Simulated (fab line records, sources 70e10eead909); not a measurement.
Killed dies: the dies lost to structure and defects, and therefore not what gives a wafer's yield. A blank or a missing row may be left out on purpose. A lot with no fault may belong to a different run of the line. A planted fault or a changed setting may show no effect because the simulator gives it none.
Which tool is to blame? + flow nandHarc + 36 wafers from 12 lots sampled at 4 of the route's 1302 steps

== WHAT THE GAUGES READ, wafer by wafer ==
The record lacks any reading of a measuring or inspecting step that a usual standard deviation could be used to judge.

== TOOL THAT RAN EACH LOT (tool first, then ch and the chambers of the sampled wafers, then the start) ==
| lot  | NHARC_A_STAIRCASE_DEP_301       | NHARC_A_STAIRCASE_ETCH_315                   | NHARC_A_STAIRCASE_DEP_417       | NHARC_A_STAIRCASE_DEP_325       |
|------|---------------------------------|----------------------------------------------|---------------------------------|---------------------------------|
| L123 | pecvd-01 ch 0,1,2, day 17 09:20 | rieDiel-06 ch 0,1,2, day 17 19:59 or earlier | pecvd-01 ch 0,1, day 17 19:59   | pecvd-04 ch 0,1, day 19 02:28   |
| L124 | pecvd-04 ch 0,1,2, day 18 09:01 | rieDiel-01 ch 0,1,2, day 18 14:10 or earlier | pecvd-04 ch 0,1,2, day 18 14:10 | pecvd-02 ch 0,1,2, day 19 19:37 |
| L128 | pecvd-02 ch 0,2, day 19 17:17   | rieDiel-06 ch 0,1,3, day 19 22:22 or earlier | pecvd-01 ch 1,2, day 19 22:22   | pecvd-02 ch 1,2, day 20 22:37   |
| L130 | pecvd-01 ch 0,1,2, day 20 02:28 | rieDiel-04 ch 1,3, day 20 09:04 or earlier   | pecvd-02 ch 1,2, day 20 09:04   | pecvd-02 ch 0,2, day 21 11:22   |
| L136 | pecvd-01 ch 1,2, day 22 21:33   | rieDiel-04 ch 1,2,3, day 23 02:43 or earlier | pecvd-02 ch 1,2, day 23 02:43   | pecvd-02 ch 0,1,2, day 24 07:29 |
| L135 | pecvd-01 ch 0,1,2, day 23 01:02 | rieDiel-06 ch 0,1,2, day 23 06:07 or earlier | pecvd-04 ch 0,2, day 23 06:07   | pecvd-01 ch 1,2, day 24 07:35   |
| L138 | pecvd-01 ch 0,1,2, day 23 10:35 | rieDiel-01 ch 1,2,3, day 23 15:48 or earlier | pecvd-04 ch 0,1, day 23 15:48   | pecvd-01 ch 1,2, day 24 17:47   |
| L139 | pecvd-01 ch 0,1, day 23 13:51   | rieDiel-01 ch 0,1,3, day 23 18:53 or earlier | pecvd-04 ch 0,1,2, day 23 18:53 | pecvd-04 ch 0,1,2, day 24 17:47 |
| L141 | pecvd-04 ch 0,2, day 24 23:30   | rieDiel-01 ch 0,3, day 25 05:43 or earlier   | pecvd-02 ch 0,1, day 25 05:43   | pecvd-02 ch 0,1, day 26 10:49   |
| L140 | pecvd-04 ch 1,2, day 25 00:40   | rieDiel-04 ch 0,2,3, day 25 06:46 or earlier | pecvd-02 ch 0,1,2, day 25 06:46 | pecvd-04 ch 0,2, day 26 10:38   |
| L145 | pecvd-02 ch 0,1,2, day 26 07:43 | rieDiel-04 ch 0,1,3, day 26 12:47 or earlier | pecvd-02 ch 0,1, day 26 12:47   | pecvd-01 ch 0,1,2, day 27 15:34 |
| L143 | pecvd-04 ch 1,2, day 26 09:19   | rieDiel-06 ch 1,3, day 26 14:37 or earlier   | pecvd-04 ch 0, day 26 14:37     | pecvd-02 ch 0,1,2, day 27 15:22 |
- NHARC_A_STAIRCASE_DEP_301: deposits SiON, target thk 30 nm.
- NHARC_A_STAIRCASE_ETCH_315: etches the open film in C4F8/O2/Ar, target depth 2500 nm, time 607.1 s.
- NHARC_A_STAIRCASE_DEP_417: deposits Si3N4, target thk 60 nm.
- NHARC_A_STAIRCASE_DEP_325: deposits SiO2, target thk 7200 nm.

== AS READ BY THE TOOLS THEMSELVES (means over the sampled wafers that have a number; for cases with no such wafer, the mark the record gives instead) ==
NHARC_A_STAIRCASE_DEP_301.
| lot  | tool     | heaterPowerOuterW (W) | heaterPowerW (W) | rfFwdPowerW (W) |
|------|----------|-----------------------|------------------|-----------------|
| L123 | pecvd-01 | 425                   | 667              | 347.0           |
| L124 | pecvd-04 | 495                   | 790              | 349.0           |
| L128 | pecvd-02 | 475                   | 790              | 348.1           |
| L130 | pecvd-01 | 435                   | 688              | 346.9           |
| L136 | pecvd-01 | 372                   | 620              | 349.1           |
| L135 | pecvd-01 | 444                   | 692              | 348.9           |
| L138 | pecvd-01 | 451                   | 705              | 348.3           |
| L139 | pecvd-01 | 541                   | 806              | 347.5           |
| L141 | pecvd-04 | 358                   | 585              | 348.0           |
| L140 | pecvd-04 | 514                   | 847              | 349.0           |
| L145 | pecvd-02 | 488                   | 826              | 348.3           |
| L143 | pecvd-04 | 456                   | 753              | 347.9           |

NHARC_A_STAIRCASE_ETCH_315.
| lot  | tool       | biasW (W) | oesProductAu (a.u.) | rfVppV (V) |
|------|------------|-----------|---------------------|------------|
| L123 | rieDiel-06 | 3003      | 0.911               | 1841       |
| L124 | rieDiel-01 | 2996      | 0.912               | 1824       |
| L128 | rieDiel-06 | 2998      | 0.923               | 1837       |
| L130 | rieDiel-04 | 3005      | 0.921               | 1809       |
| L136 | rieDiel-04 | 3006      | 0.931               | 1820       |
| L135 | rieDiel-06 | 3003      | 0.924               | 1841       |
| L138 | rieDiel-01 | 2994      | 0.926               | 1819       |
| L139 | rieDiel-01 | 2999      | 0.911               | 1822       |
| L141 | rieDiel-01 | 2995      | 0.927               | 1815       |
| L140 | rieDiel-04 | 3003      | 0.934               | 1836       |
| L145 | rieDiel-04 | 3007      | 0.941               | 1825       |
| L143 | rieDiel-06 | 2995      | 0.934               | 1834       |

NHARC_A_STAIRCASE_DEP_417.
| lot  | tool     | heaterPowerOuterW (W) | heaterPowerW (W) | rfFwdPowerW (W) |
|------|----------|-----------------------|------------------|-----------------|
| L123 | pecvd-01 | 493                   | 740              | 447.6           |
| L124 | pecvd-04 | 422                   | 714              | 447.8           |
| L128 | pecvd-01 | 388                   | 643              | 448.1           |
| L130 | pecvd-02 | 414                   | 707              | 449.0           |
| L136 | pecvd-02 | 425                   | 718              | 448.2           |
| L135 | pecvd-04 | 378                   | 626              | 448.8           |
| L138 | pecvd-04 | 530                   | 825              | 447.8           |
| L139 | pecvd-04 | 465                   | 759              | 449.7           |
| L141 | pecvd-02 | 424                   | 726              | 449.1           |
| L140 | pecvd-02 | 452                   | 752              | 449.8           |
| L145 | pecvd-02 | 443                   | 751              | 448.1           |
| L143 | pecvd-04 | 466                   | 718              | 449.3           |

NHARC_A_STAIRCASE_DEP_325.
| lot  | tool     | heaterPowerOuterW (W) | heaterPowerW (W) | mfcPrecursorSccm (sccm) | rfFwdPowerW (W) |
|------|----------|-----------------------|------------------|-------------------------|-----------------|
| L123 | pecvd-04 | 450                   | 728              | 199.7                   | 501.2           |
| L124 | pecvd-02 | 412                   | 714              | 200.1                   | 500.1           |
| L128 | pecvd-02 | 325                   | 599              | 199.8                   | 632.7           |
| L130 | pecvd-02 | 359                   | 648              | 199.9                   | 632.3           |
| L136 | pecvd-02 | 392                   | 689              | 200.0                   | 500.2           |
| L135 | pecvd-01 | 373                   | 615              | 199.8                   | 500.5           |
| L138 | pecvd-01 | 351                   | 572              | 199.6                   | 499.9           |
| L139 | pecvd-04 | 402                   | 674              | 199.6                   | 499.4           |
| L141 | pecvd-02 | 362                   | 648              | 200.1                   | 500.3           |
| L140 | pecvd-04 | 416                   | 666              | 199.9                   | 498.8           |
| L145 | pecvd-01 | 384                   | 609              | 200.6                   | 498.5           |
| L143 | pecvd-02 | 388                   | 690              | 200.5                   | 500.2           |

== THE ANSWER, worked out from the rows above alone ==
Rule: usual is defined by the lots themselves. Put in order of their means at a reading, lots are off if they are a third of the lots or fewer, leave a main group of 4 or more, and stand apart from it by a gap of 3 or more times the standard deviation of the main group's means; of several such gaps the widest counts. A main group is skipped when, at the precision printed for the reading in the tables above, its means are all equal. Also off: a lot with no number at a reading for which 4 or more lots have one. Any other lot the step has rows for is counted as sound. The gauges are gone through in route order, then the tools' own readings, and for those a lot's mean is taken as printed above. The first step at which some lot is off is used, and at that step the reading that is off furthest; a lot without a number counts as furthest.
Off: L128, L130, at NHARC_A_STAIRCASE_DEP_325 (rfFwdPowerW). Mean 499.9 W and standard deviation 0.76 in the main group.
If a tool, at that step or one of the process steps before it, ran each lot that is off and ran no sound lot following the first of them, it fits. NHARC_A_STAIRCASE_ETCH_315: start missing for some lots; hours and lot order therefore follow NHARC_A_STAIRCASE_DEP_417. No candidate that was tried fits.

== WHAT HAD BEEN PUT IN BY THE SIMULATOR ==
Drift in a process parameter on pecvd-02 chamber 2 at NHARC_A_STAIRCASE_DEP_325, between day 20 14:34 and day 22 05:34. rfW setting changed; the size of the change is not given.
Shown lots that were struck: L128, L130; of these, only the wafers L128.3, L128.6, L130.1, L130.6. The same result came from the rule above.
